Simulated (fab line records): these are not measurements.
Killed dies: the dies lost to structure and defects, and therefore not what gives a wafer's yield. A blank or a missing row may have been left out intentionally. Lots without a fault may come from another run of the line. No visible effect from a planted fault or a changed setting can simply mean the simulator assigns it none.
fab line records ; flow n5Finfet
[record] lots = 7; wafers = 21
route steps=1938 shown ZERO_LAYER@4 WELL_APT@25 FIN_SAQP@147 FIN_CUT@155 DUMMY_GATE@225 SD_EPI_P@321 SD_ACTIVATION@330
startH: hours from the record's opening day to when the first of the lot's shown wafers began ; waitH: time in hours since the lot's previous step ; " as in the row above ; L1.1+2: several wafers, shown together as one row ; - no value, or no start was given ; * or withheld: withheld ; < > ~ a bound
route shown NAME@n: NAME is a module with steps in the file, n the number in the route of the first one ; usual: mean/standard deviation of fault-free wafers ; same: alike in all rows ; chamber/n: place in a boat ; sites: each site's reading ; _std_site: the standard deviation of these ; _edge_site: outer sites' mean less inner sites' ; radiusMm: how far each site lies from the wafer's centre ; mask NAME#n: copy n ; behind: the last tool/chamber to shape the wafer ; hold: why the lot was held/for how many hours/how that ended ; device: transistor that didn't switch, given as n, p or np ; end of line: tests of these same wafers at the route's end ; a step given without rows: its recipe and nothing more ; killed: the dies lost at the first sort to structure and to defects; this is not the yield of the wafer ; map: the dies of a wafer, with x for killed, . for not killed, _ for no die there
set.NAME: the setting that was run; set.NAME@STEP: the one run at that earlier step ; model.NAME: the simulator's own value behind a step, which no gauge read
lots whose settings were changed on purpose; a table a step, a row a wafer
[[steps]]
[step N5_ZERO_LAYER_PECVD_02]
[recipe] material = SiO2; targetThkA = 100; tempC = 400; precursor = SiH4/N2O; pressureTorr = 0.75; rfW = 275; timeS = 6
lot.wafer;tool;chamber;startH;waitH;set.timeS;model.SiO2_of_ZERO_LAYER_PECVD_02.thkNm
L079.1;pecvd-01;0;42.28;0.0;6;9.898
L079.4;pecvd-01;0;42.28;0.0;6;9.924
L079.6;pecvd-01;1;42.28;0.0;6;10.01
L080.2;pecvd-01;2;48.28;0.0;6;9.809
L080.3;pecvd-01;1;48.28;0.0;6;9.821
L080.6;pecvd-01;1;48.28;0.0;6;9.93
L083.2;pecvd-04;1;66.30;0.0;6;9.861
L083.3;pecvd-04;1;66.30;0.0;6;10.16
L083.4;pecvd-04;2;66.30;0.0;6;9.89
L086.4;pecvd-04;2;84.33;0.1;6;10.17
L086.5;pecvd-04;1;84.33;0.1;6;10.19
L086.6;pecvd-04;0;84.33;0.1;6.565;11.08
L088.1;pecvd-03;2;96.28;0.0;5.209;8.519
L088.4;pecvd-03;0;96.28;0.0;6;9.896
L088.6;pecvd-03;2;96.28;0.0;5.209;8.567
L089.4;pecvd-01;2;102.31;0.1;6;9.857
L089.5;pecvd-01;1;102.31;0.1;6.669;10.89
L089.6;pecvd-01;0;102.31;0.1;6.669;10.94
L094.2;pecvd-01;2;132.28;0.0;6.733;10.97
L094.3;pecvd-01;1;132.28;0.0;6;9.436
L094.6;pecvd-01;1;132.28;0.0;6.733;10.95
[step N5_WELL_APT_PEB_06]
[recipe] pebTempC = 130; pebTimeS = 90
lot.wafer;tool;chamber;startH;waitH;set.pebTempC
L079.1+4+6;lithoTrack-05;0;43.60;0.1;130
L080.2+6;lithoTrack-05;0;49.49;0.0;126.5
L080.3;lithoTrack-05;0;49.49;0.0;130
L083.2+4;lithoTrack-01;0;68.53;0.0;130
L083.3;lithoTrack-01;0;68.53;0.0;128.2
L086.4+5;lithoTrack-01;0;85.54;0.0;130
L086.6;lithoTrack-01;0;85.54;0.0;131.5
L088.1+4;lithoTrack-05;0;97.57;0.1;129.1
L088.6;lithoTrack-05;0;97.57;0.1;130
L089.4+6;lithoTrack-01;0;103.57;0.0;130
L089.5;lithoTrack-01;0;103.57;0.0;127.9
L094.2+3;lithoTrack-05;0;133.75;0.0;130
L094.6;lithoTrack-05;0;133.75;0.0;126.5
[step N5_WELL_APT_DEVELOP_07]
[recipe] developTimeS = 45; rinseLiquid = surfactantRinse; dry = airSpin; devTempC = 21
lot.wafer;tool;chamber;startH;waitH;set.developTimeS
L079.1+4+6;lithoTrack-05;0;-;-;45
L080.2+3+6;lithoTrack-05;0;-;-;45
L083.2;lithoTrack-01;0;-;-;45
L083.3+4;lithoTrack-01;0;-;-;37.83
L086.4+5+6;lithoTrack-01;0;-;-;45
L088.1+6;lithoTrack-05;0;-;-;39.49
L088.4;lithoTrack-05;0;-;-;45
L089.4+5;lithoTrack-01;0;-;-;38.41
L089.6;lithoTrack-01;0;-;-;45
L094.2;lithoTrack-05;0;-;-;45
L094.3+6;lithoTrack-05;0;-;-;52.54
[step N5_WELL_APT_HARDBAKE_12]
[recipe] tempC = 130; timeS = 120
[step N5_WELL_APT_CD_MEAS_08]
[recipe] targetCdNm = 200; landingEnergyEv = 500; detector = seInlens
[usual] cdNm = 199.9/1.2
lot.wafer;tool;chamber;startH;waitH;set.pebTempC@WELL_APT_PEB_06;cdNm
L079.1;cdSem-03;0;43.72;-;130;200.0
L079.4;cdSem-03;0;43.72;-;130;198.5
L079.6;cdSem-03;0;43.72;-;130;200.6
L080.2;cdSem-01;0;49.60;-;126.5;182.4
L080.3;cdSem-01;0;49.60;-;130;201.4
L080.6;cdSem-01;0;49.60;-;126.5;183.6
L083.2;cdSem-01;0;68.65;-;130;202.4
L083.3;cdSem-01;0;68.65;-;128.2;192.2
L083.4;cdSem-01;0;68.65;-;130;199.0
L086.4;cdSem-01;0;85.65;-;130;199.8
L086.5;cdSem-01;0;85.65;-;130;198.8
L086.6;cdSem-01;0;85.65;-;131.5;206.5
L088.1;cdSem-03;0;97.68;-;129.1;195.2
L088.4;cdSem-03;0;97.68;-;129.1;195.9
L088.6;cdSem-03;0;97.68;-;130;199.3
L089.4;cdSem-01;0;103.68;-;130;197.1
L089.5;cdSem-01;0;103.68;-;127.9;184.6
L089.6;cdSem-01;0;103.68;-;130;198.3
L094.2;cdSem-02;0;133.87;-;130;199.3
L094.3;cdSem-02;0;133.87;-;130;201.2
L094.6;cdSem-02;0;133.87;-;126.5;182.6
[step N5_WELL_APT_DESCUM_13]
[recipe] chemistry = O2; timeS = 7.9; sourcePowerW = 50; biasPowerW = 20; pressureMtorr = 20; rfFrequencyHz = 2.712e+07; tempC = 40; o2FlowSccm = 225
lot.wafer;tool;chamber;startH;waitH;set.pebTempC@WELL_APT_PEB_06;model.WELL_APT.cdNm
L079.1;rieDiel-01;1;43.85;0.1;130;200.4
L079.4;rieDiel-01;0;43.85;0.1;130;198.8
L079.6;rieDiel-01;2;43.85;0.1;130;200.3
L080.2;rieDiel-01;0;49.72;0.1;126.5;182.4
L080.3;rieDiel-01;3;49.72;0.1;130;201.7
L080.6;rieDiel-01;2;49.72;0.1;126.5;183.6
L083.2;rieDiel-01;2;68.73;0.0;130;202.3
L083.3;rieDiel-01;3;68.73;0.0;128.2;191.9
L083.4;rieDiel-01;1;68.73;0.0;130;199
L086.4;rieDiel-01;0;85.74;0.0;130;200.3
L086.5;rieDiel-01;1;85.74;0.0;130;198.7
L086.6;rieDiel-01;0;85.74;0.0;131.5;206.1
L088.1;rieDiel-02;2;97.77;0.0;129.1;195.2
L088.4;rieDiel-02;3;97.77;0.0;129.1;196.1
L088.6;rieDiel-02;2;97.77;0.0;130;199.6
L089.4;rieDiel-01;3;103.77;0.0;130;197.3
L089.5;rieDiel-01;2;103.77;0.0;127.9;184.9
L089.6;rieDiel-01;3;103.77;0.0;130;198.3
L094.2;rieDiel-06;1;134.15;0.2;130;199.5
L094.3;rieDiel-06;3;134.15;0.2;130;201.4
L094.6;rieDiel-06;2;134.15;0.2;126.5;182.6
[step N5_FIN_SAQP_FIN_ETCH_36]
[recipe] chemistry = HBr/Cl2/O2; targetDepthA = 1200; maskMaterial = SiNx; timeS = 50.4; biasW = 102; pressureMtorr = 10; icpW = 800; HBr_flow_sccm = 150; Cl2_flow_sccm = 80; O2_flow_sccm = 12
lot.wafer;tool;chamber;startH;waitH;set.biasW;model.etch.depthNm;model.FIN_SAQP.featureDepthNm;model.SiNx_of_FIN_SAQP_HM_DEP_03.thkNm
L079.1;rieSi-01;1;57.88;0.0;102;120.8;120.8;21
L079.4;rieSi-01;2;57.88;0.0;102;119.9;119.8;21.6
L079.6;rieSi-01;0;57.88;0.0;102;121.1;121;21.8
L080.2;rieSi-01;3;62.03;0.0;102;119.6;119.6;20.6
L080.3;rieSi-01;1;62.03;0.0;102;120.7;120.8;20.2
L080.6;rieSi-01;2;62.03;0.0;102;119.5;119.4;21.2
L083.2;rieSi-03;2;82.02;0.0;102;118.7;118.6;20.8
L083.3;rieSi-03;3;82.02;0.0;102;118.9;118.8;21
L083.4;rieSi-03;1;82.02;0.0;92;116.8;116.8;22.2
L086.4;rieSi-03;0;99.38;0.0;102;121.2;121.2;21
L086.5;rieSi-03;0;99.38;0.0;120;125.7;125.6;19.4
L086.6;rieSi-03;1;99.38;0.0;120;124.2;124.2;19.2
L088.1;rieSi-01;3;110.34;0.0;114.3;123.2;123.2;19.6
L088.4;rieSi-01;0;110.34;0.0;102;119.9;119.8;21.4
L088.6;rieSi-01;3;110.34;0.0;114.3;123;123;20.2
L089.4;rieSi-06;3;117.76;0.0;102;120.3;120.2;21.6
L089.5;rieSi-06;2;117.76;0.0;102;119.9;119.8;21.2
L089.6;rieSi-06;1;117.76;0.0;102;119;119;22
L094.2;rieSi-01;1;147.68;0.0;102;120.2;120.2;20.8
L094.3;rieSi-01;2;147.68;0.0;102;118.9;119;21
L094.6;rieSi-01;1;147.68;0.0;92.37;116.9;117;23.2
[step N5_FIN_SAQP_PRECLEAN_38]
[recipe] chemistry = O3/DIW; timeS = 45; tempC = 22; o3Ppm = 10
[step N5_FIN_SAQP_PRECLEAN_45]
[recipe] chemistry = dHF; timeS = 10; dilution = 500:1; tempC = 25
[step N5_FIN_SAQP_SRD_39]
[recipe] dry = ipaMarangoni; timeS = 30; tempC = 23; rinseLiquid = diw
[step N5_FIN_SAQP_OCD_MEAS_76]
[usual] trenchDepthNm = 119.9/1
lot.wafer;tool;chamber;startH;waitH;set.biasW@FIN_SAQP_FIN_ETCH_36;trenchDepthNm
L079.1;ocd-02;-;58.09;0.0;102;120.6
L079.4;ocd-02;-;58.09;0.0;102;119.9
L079.6;ocd-02;-;58.09;0.0;102;121.0
L080.2;ocd-01;-;62.25;0.0;102;118.9
L080.3;ocd-01;-;62.25;0.0;102;120.4
L080.6;ocd-01;-;62.25;0.0;102;119.7
L083.2;ocd-01;-;82.24;0.0;102;118.8
L083.3;ocd-01;-;82.24;0.0;102;118.8
L083.4;ocd-01;-;82.24;0.0;92;116.1
L086.4;ocd-01;-;99.60;0.0;102;121.4
L086.5;ocd-01;-;99.60;0.0;120;125.3
L086.6;ocd-01;-;99.60;0.0;120;124.4
L088.1;ocd-02;-;110.56;0.0;114.3;123.3
L088.4;ocd-02;-;110.56;0.0;102;120.2
L088.6;ocd-02;-;110.56;0.0;114.3;122.6
L089.4;ocd-02;-;117.99;0.0;102;120.1
L089.5;ocd-02;-;117.99;0.0;102;120.0
L089.6;ocd-02;-;117.99;0.0;102;119.4
L094.2;ocd-02;-;147.92;0.0;102;120.3
L094.3;ocd-02;-;147.92;0.0;102;119.4
L094.6;ocd-02;-;147.92;0.0;92.37;116.8
[step N5_FIN_CUT_COAT_19]
[recipe] resist = SiARC; tempC = 220; timeS = 60; spinRpm = 1500; resistThkNm = 20
lot.wafer;tool;chamber;startH;waitH;set.spinRpm;model.SiARC_of_FIN_CUT_COAT_19.thkNm
L079.1+4+6;lithoTrack-04;0;-;-;1500;20
L080.2;lithoTrack-05;0;-;-;1362;21
L080.3+6;lithoTrack-05;0;-;-;1500;20.2
L083.2+3+4;lithoTrack-05;0;-;-;1500;20
L086.4+6;lithoTrack-04;0;-;-;1500;20
L086.5;lithoTrack-04;0;-;-;1551;19.6
L088.1+4+6;lithoTrack-05;0;-;-;1500;20
L089.4+5+6;lithoTrack-04;0;-;-;1500;20.2
L094.2+3+6;lithoTrack-05;0;-;-;1500;20
[step N5_FIN_CUT_COAT_29]
[recipe] resist = underlayer; tempC = 205; timeS = 60; spinRpm = 1500; resistThkNm = 10
[step N5_FIN_CUT_COAT_02]
[recipe] resist = CAR-EUV; spinRpm = 1500; resistThkNm = 30
[step N5_FIN_CUT_DESCUM_13]
[recipe] chemistry = O2; timeS = 7; sourcePowerW = 50; biasPowerW = 20; pressureMtorr = 20; rfFrequencyHz = 2.712e+07; tempC = 40; resist = CAR-EUV; o2FlowSccm = 225
[step N5_FIN_CUT_ETCH_30]
[recipe] chemistry = N2/H2; target = underlayer; targetDepthA = 130; maskMaterial = CAR-EUV; timeS = 10.4; ionEnergyEv = 200; pressureMtorr = 30; sourceW = 840; biasW = 150; n2FlowSccm = 200; h2FlowSccm = 200; ends = cleared
[step N5_FIN_CUT_ETCH_20]
[recipe] chemistry = CF4; target = SiARC; targetDepthA = 260; maskMaterial = CAR-EUV; timeS = 43.3; ionEnergyEv = 80; pressureMtorr = 40; sourceW = 545; biasW = 36; Ar_flow_sccm = 100; cf4FlowSccm = 100; ends = cleared
lot.wafer;tool;chamber;startH;waitH;set.spinRpm@FIN_CUT_COAT_19;model.etch.depthNm
L079.1;rieDiel-03;1;58.87;0.0;1500;20.09
L079.4;rieDiel-03;0;58.87;0.0;1500;20.04
L079.6;rieDiel-03;0;58.87;0.0;1500;20.05
L080.2;rieDiel-03;3;62.76;0.0;1362;21.05
L080.3;rieDiel-03;2;62.76;0.0;1500;20.11
L080.6;rieDiel-03;2;62.76;0.0;1500;20.13
L083.2;rieDiel-03;1;82.91;0.0;1500;19.95
L083.3;rieDiel-03;0;82.91;0.0;1500;19.97
L083.4;rieDiel-03;2;82.91;0.0;1500;19.94
L086.4;rieDiel-03;3;100.16;0.0;1500;20.09
L086.5;rieDiel-03;1;100.16;0.0;1551;19.68
L086.6;rieDiel-03;0;100.16;0.0;1500;20.04
L088.1;rieDiel-04;2;111.26;0.0;1500;20.04
L088.4;rieDiel-04;1;111.26;0.0;1500;19.96
L088.6;rieDiel-04;3;111.26;0.0;1500;20.07
L089.4;rieDiel-04;0;118.49;0.0;1500;20.1
L089.5;rieDiel-04;0;118.49;0.0;1500;20.13
L089.6;rieDiel-04;1;118.49;0.0;1500;20.14
L094.2;rieDiel-03;1;148.57;0.0;1500;20.04
L094.3;rieDiel-03;3;148.57;0.0;1500;20.01
L094.6;rieDiel-03;3;148.57;0.0;1500;20.03
[step N5_FIN_CUT_ETCH_21]
[recipe] chemistry = N2/H2; target = SOC; targetDepthA = 2190; overetchA = 438; maskMaterial = SiARC; tempC = 40; ionEnergyEv = 100; biasW = 61; timeS = 523.5; pressureMtorr = 30; sourceW = 850; n2FlowSccm = 200; h2FlowSccm = 200
lot.wafer;tool;chamber;startH;waitH;set.spinRpm@FIN_CUT_COAT_19;model.SiARC_of_FIN_CUT_COAT_19.thkNm
L079.1;rieDiel-03;1;58.91;0.0;1500;12
L079.4+6;rieDiel-03;0;58.91;0.0;1500;11.8
L080.2;rieDiel-03;3;62.79;0.0;1362;12.8
L080.3+6;rieDiel-03;2;62.79;0.0;1500;11.8
L083.2;rieDiel-03;1;82.94;0.0;1500;11.4
L083.3+4;rieDiel-03;0,2;82.94;0.0;1500;11.6
L086.4;rieDiel-03;3;100.33;0.2;1500;12
L086.5;rieDiel-03;1;100.33;0.2;1551;11.2
L086.6;rieDiel-03;0;100.33;0.2;1500;11.8
L088.1+6;rieDiel-04;2,3;111.30;0.0;1500;12
L088.4;rieDiel-04;1;111.30;0.0;1500;11.8
L089.4;rieDiel-04;0;118.53;0.0;1500;11.8
L089.5+6;rieDiel-04;0,1;118.53;0.0;1500;12
L094.2;rieDiel-03;1;148.61;0.0;1500;11.6
L094.3+6;rieDiel-03;3;148.61;0.0;1500;11.8
[step N5_DUMMY_GATE_COAT_09]
[recipe] resist = CAR-EUV; spinRpm = 1500; resistThkNm = 30
lot.wafer;tool;chamber;startH;waitH;set.spinRpm;model.CAR-EUV_of_DUMMY_GATE_COAT_09.thkNm
L079.1;lithoTrack-02;0;-;-;1500;30
L079.4+6;lithoTrack-02;0;-;-;1500;30.2
L080.2+6;lithoTrack-04;0;-;-;1500;30
L080.3;lithoTrack-04;0;-;-;1580;29.2
L083.2+3;lithoTrack-03;0;-;-;1500;30
L083.4;lithoTrack-03;0;-;-;1566;29.4
L086.4+5;lithoTrack-04;0;-;-;1392;31.2
L086.6;lithoTrack-04;0;-;-;1500;30
L088.1+6;lithoTrack-02;0;-;-;1500;30.2
L088.4;lithoTrack-02;0;-;-;1500;30
L089.4+5;lithoTrack-03;0;-;-;1500;30
L089.6;lithoTrack-03;0;-;-;1639;28.6
L094.2+6;lithoTrack-04;0;-;-;1500;30
L094.3;lithoTrack-04;0;-;-;1367;31.4
[step N5_DUMMY_GATE_EBR_11]
[recipe] solvent = PGMEA; ebrWidthMm = 1.5
[step N5_DUMMY_GATE_SOFTBAKE_10]
[recipe] tempC = 110; timeS = 60; resist = CAR-EUV
[step N5_DUMMY_GATE_DESCUM_20]
[recipe] chemistry = O2; timeS = 6.2; sourcePowerW = 50; biasPowerW = 20; pressureMtorr = 20; rfFrequencyHz = 2.712e+07; tempC = 40; resist = CAR-EUV; o2FlowSccm = 225
[step N5_DUMMY_GATE_ETCH_29]
[recipe] chemistry = N2/H2; target = underlayer; targetDepthA = 130; ionEnergyEv = 200; pressureMtorr = 30; sourceW = 840; biasW = 150; n2FlowSccm = 200; h2FlowSccm = 200
lot.wafer;tool;chamber;startH;waitH;set.spinRpm@DUMMY_GATE_COAT_09;model.CAR-EUV_of_DUMMY_GATE_COAT_09.thkNm
L079.1+4+6;rieDiel-05;0,1,0;77.97;0.0;1500;19
L080.2;rieDiel-05;0;81.80;0.0;1500;18.8
L080.3;rieDiel-05;2;81.80;0.0;1580;18.2
L080.6;rieDiel-05;3;81.80;0.0;1500;18.6
L083.2+3;rieDiel-04;1,2;102.18;0.0;1500;19
L083.4;rieDiel-04;1;102.18;0.0;1566;18.4
L086.4+5;rieDiel-03;0,1;119.36;0.0;1392;19.8
L086.6;rieDiel-03;3;119.36;0.0;1500;19
L088.1+6;rieDiel-03;0,3;131.22;0.0;1500;19
L088.4;rieDiel-03;1;131.22;0.0;1500;18.6
L089.4+5;rieDiel-04;0,3;137.04;0.0;1500;19
L089.6;rieDiel-04;0;137.04;0.0;1639;17.4
L094.2+6;rieDiel-04;0,1;166.84;0.0;1500;19
L094.3;rieDiel-04;3;166.84;0.0;1367;20.4
[step N5_SD_EPI_P_EPI_21]
[recipe] material = SiGe:B; dopant = B; tempC = 550; pressureTorr = 20; ambient = H2; timeS = 355
lot.wafer;tool;chamber;startH;waitH;set.timeS;model.SiGe-B_of_SD_EPI_P_EPI_21.thkNm
L079.1;epiRpcvd-04;0;86.72;0.1;355;61.2
L079.4+6;epiRpcvd-04;0;87.80;1.1;355;60.6
L080.2;epiRpcvd-04;0;92.08;0.5;355;60.6
L080.3;epiRpcvd-04;0;92.08;0.5;312.9;55.8
L080.6;epiRpcvd-04;0;93.52;1.8;355;60.4
L083.2;epiRpcvd-02;0;110.78;0.6;355;60.8
L083.3;epiRpcvd-02;0;110.78;0.6;413;66.6
L083.4;epiRpcvd-02;0;110.78;0.6;355;60
L086.4;epiRpcvd-04;0;128.86;1.5;385.2;63.6
L086.5;epiRpcvd-04;0;128.86;1.5;355;60.2
L086.6;epiRpcvd-04;0;128.86;1.5;385.2;64
L088.1;epiRpcvd-04;0;139.46;0.2;355;61
L088.4;epiRpcvd-04;0;140.90;1.5;412.4;67.4
L088.6;epiRpcvd-04;0;140.90;1.5;355;61.4
L089.4;epiRpcvd-04;0;147.29;1.5;355;60.8
L089.5;epiRpcvd-04;0;147.29;1.5;410.9;66.4
L089.6;epiRpcvd-04;0;147.29;1.5;355;60.6
L094.2;epiRpcvd-02;0;175.71;0.6;288.6;54
L094.3;epiRpcvd-02;0;175.71;0.6;355;61.8
L094.6;epiRpcvd-02;0;177.63;2.4;355;61.6
[step N5_SD_EPI_P_EPI_MEAS_23]
[recipe] mode = xrd
[usual] thkNm = 60.9/1.2
lot.wafer;tool;chamber;startH;waitH;set.timeS@SD_EPI_P_EPI_21;thkNm
L079.1;filmMetro-01;-;88.92;1.8;355;62.0
L079.4;filmMetro-01;-;88.92;1.8;355;60.2
L079.6;filmMetro-01;-;88.92;1.8;355;61.5
L080.2;filmMetro-02;-;93.92;1.5;355;60.0
L080.3;filmMetro-02;-;93.92;1.5;312.9;56.7
L080.6;filmMetro-02;-;93.92;1.5;355;61.6
L083.2;filmMetro-02;-;113.21;2.0;355;61.9
L083.3;filmMetro-02;-;113.21;2.0;413;67.6
L083.4;filmMetro-02;-;113.21;2.0;355;59.9
L086.4;filmMetro-01;-;130.34;1.0;385.2;62.3
L086.5;filmMetro-01;-;130.34;1.0;355;59.8
L086.6;filmMetro-01;-;130.34;1.0;385.2;64.6
L088.1;filmMetro-01;-;142.40;2.5;355;60.8
L088.4;filmMetro-01;-;142.40;2.5;412.4;66.7
L088.6;filmMetro-01;-;142.40;2.5;355;62.3
L089.4;filmMetro-01;-;148.77;1.0;355;60.6
L089.5;filmMetro-01;-;148.77;1.0;410.9;66.6
L089.6;filmMetro-01;-;148.77;1.0;355;61.0
L094.2;filmMetro-02;-;178.15;2.0;288.6;52.5
L094.3;filmMetro-02;-;178.15;2.0;355;63.0
L094.6;filmMetro-02;-;178.15;2.0;355;62.5
[step N5_SD_EPI_P_HM_STRIP_48]
[recipe] chemistry = H3PO4; tempC = 160; material = SiNx; target = SiNx; targetDepthA = 30; overetchFraction = 0.3
[step N5_SD_EPI_P_SRD_49]
[recipe] dry = ipaMarangoni; timeS = 30; tempC = 23; rinseLiquid = diw
[step N5_SD_ACTIVATION_RTA_00]
[recipe] tempC = 975; timeS = 0; ambient = N2; idleTempC = 600; rampUpCPerS = 150; rampDownCPerS = 60; coolToC = 600
[step N5_SD_ACTIVATION_LSA_01]
[recipe] tempC = 1080; timeS = 0.0008; ambient = N2
[step N5_SD_ACTIVATION_RS_MEAS_03]
[recipe] thkMeasGauge = four-point-probe
[usual] RS_SD_N = 21.90/0.27; RS_SD_P = 56.2/0.86
lot.wafer;tool;chamber;startH;waitH;set.timeS@SD_EPI_P_EPI_21;RS_SD_N[ohm/sq];RS_SD_P[ohm/sq]
L079.1;filmMetro-02;-;89.71;0.2;355;21.82;56.4
L079.4;filmMetro-02;-;89.71;0.2;355;21.80;57.1
L079.6;filmMetro-02;-;89.71;0.2;355;21.79;57.1
L080.2;filmMetro-01;-;94.83;0.2;355;21.54;56.1
L080.3;filmMetro-01;-;94.83;0.2;312.9;21.64;60.3
L080.6;filmMetro-01;-;94.83;0.2;355;22.16;55.8
L083.2;filmMetro-02;-;113.84;0.2;355;21.38;57.5
L083.3;filmMetro-02;-;113.84;0.2;413;21.41;52.3
L083.4;filmMetro-02;-;113.84;0.2;355;22.02;58.1
L086.4;filmMetro-01;-;131.00;0.1;385.2;21.98;54.1
L086.5;filmMetro-01;-;131.00;0.1;355;21.59;56.9
L086.6;filmMetro-01;-;131.00;0.1;385.2;22.15;53.5
L088.1;filmMetro-01;-;143.18;0.2;355;21.76;55.9
L088.4;filmMetro-01;-;143.18;0.2;412.4;21.90;50.7
L088.6;filmMetro-01;-;143.18;0.2;355;21.69;55.3
L089.4;filmMetro-02;-;149.43;0.1;355;22.20;56.2
L089.5;filmMetro-02;-;149.43;0.1;410.9;22.42;51.7
L089.6;filmMetro-02;-;149.43;0.1;355;22.45;57.1
L094.2;filmMetro-02;-;178.85;0.2;288.6;22.19;64.0
L094.3;filmMetro-02;-;178.85;0.2;355;22.03;55.7
L094.6;filmMetro-02;-;178.85;0.2;355;21.73;55.6
[[key]]
[split] step = N5_ZERO_LAYER_PECVD_02; setting = timeS; stated = 6; by = wafer
[response] step = N5_ZERO_LAYER_PECVD_02; reading = model.SiO2_of_ZERO_LAYER_PECVD_02.thkNm; change = +0.106; per = 1%; r = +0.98
[split] step = N5_WELL_APT_PEB_06; setting = pebTempC; stated = 130; by = wafer
[response] step = N5_WELL_APT_CD_MEAS_08; reading = cdNm; change = +6.77; per = 1%; r = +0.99
[response] step = N5_WELL_APT_DESCUM_13; reading = model.WELL_APT.cdNm; change = +6.79; per = 1%; r = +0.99
[split] step = N5_WELL_APT_DEVELOP_07; setting = developTimeS; stated = 45; by = wafer
response none clear
[split] step = N5_FIN_SAQP_FIN_ETCH_36; setting = biasW; stated = 102; by = wafer
[response] step = N5_FIN_SAQP_FIN_ETCH_36; reading = model.etch.depthNm; change = +0.232; per = 1%; r = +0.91
[response] step = N5_FIN_SAQP_FIN_ETCH_36; reading = model.FIN_SAQP.featureDepthNm; change = +0.231; per = 1%; r = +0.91
[response] step = N5_FIN_SAQP_FIN_ETCH_36; reading = model.SiNx_of_FIN_SAQP_HM_DEP_03.thkNm; change = -0.129; per = 1%; r = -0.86
[response] step = N5_FIN_SAQP_OCD_MEAS_76; reading = trenchDepthNm; change = +0.233; per = 1%; r = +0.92
[split] step = N5_FIN_CUT_COAT_19; setting = spinRpm; stated = 1500; by = wafer
[response] step = N5_FIN_CUT_COAT_19; reading = model.SiARC_of_FIN_CUT_COAT_19.thkNm; change = -0.0906; per = 1%; r = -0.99
[response] step = N5_FIN_CUT_ETCH_20; reading = model.etch.depthNm; change = -0.103; per = 1%; r = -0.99
[response] step = N5_FIN_CUT_ETCH_21; reading = model.SiARC_of_FIN_CUT_COAT_19.thkNm; change = -0.12; per = 1%; r = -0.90
[split] step = N5_DUMMY_GATE_COAT_09; setting = spinRpm; stated = 1500; by = wafer
[response] step = N5_DUMMY_GATE_COAT_09; reading = model.CAR-EUV_of_DUMMY_GATE_COAT_09.thkNm; change = -0.155; per = 1%; r = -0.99
[response] step = N5_DUMMY_GATE_ETCH_29; reading = model.CAR-EUV_of_DUMMY_GATE_COAT_09.thkNm; change = -0.145; per = 1%; r = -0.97
[split] step = N5_SD_EPI_P_EPI_21; setting = timeS; stated = 355; by = wafer
[response] step = N5_SD_EPI_P_EPI_21; reading = model.SiGe-B_of_SD_EPI_P_EPI_21.thkNm; change = +0.39; per = 1%; r = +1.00
[response] step = N5_SD_EPI_P_EPI_MEAS_23; reading = thkNm; change = *; per = 1%; r = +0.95
[response] step = N5_SD_ACTIVATION_RS_MEAS_03; reading = RS_SD_P; change = -0.359; per = 1%; r = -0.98
